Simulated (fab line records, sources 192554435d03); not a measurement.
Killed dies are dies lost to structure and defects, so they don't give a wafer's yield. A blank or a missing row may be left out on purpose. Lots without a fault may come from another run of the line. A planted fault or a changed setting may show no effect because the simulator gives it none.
Chamber matching | flow n5_finfet | N5_SDB_CUT_ETCH_26 on rie_si-06: 4 sister chambers
The step etches Si in HBr/Cl2/O2, target depth 129.6 nm, bt time 20 s, time 51.8 s. 4 wafers are shown with their chamber, then 8 later ones without.

WAFERS WITH THEIR CHAMBER
wafer  | chamber | drypump_motor_current_A (A)
L593.3 | 0       | 5.6
L596.4 | 1       | 5.2
L596.6 | 2       | 6.7
L605.1 | 3       | 5.4

WAFERS WITHOUT THEIR CHAMBER
wafer  | drypump_motor_current_A (A)
L605.2 | 6.7
L605.3 | 5.2
L608.3 | 5.4
L608.4 | 5.2
L608.6 | 5.7
L612.1 | 5.7
L612.4 | 6.7
L612.6 | 5.4

WHICH CHAMBER EACH WENT THROUGH
wafer  | from the rows above | in truth
L605.2 | 2                   | 2
L605.3 | 1                   | 1
L608.3 | 3                   | 3
L608.4 | 1                   | 1
L608.6 | 0                   | 0
L612.1 | 0                   | 0
L612.4 | 2                   | 2
L612.6 | 3                   | 3
Placed correctly: 8 of 8. Can't be placed from these rows: 0. Placed wrongly: 0.
How it was worked out, from the rows above alone: a wafer's distance from a chamber is the root of the sum, over the readings, of the square of ((its reading less the chamber's mean) divided by the reading's scatter). The wafer belongs to the nearest chamber; if the next one is less than 2 further off, it can't be placed. A chamber's mean is the mean of its shown wafers. The scatter: with one shown wafer a chamber, the root of the mean of the squares of how far each hidden wafer lies from its nearest shown one.
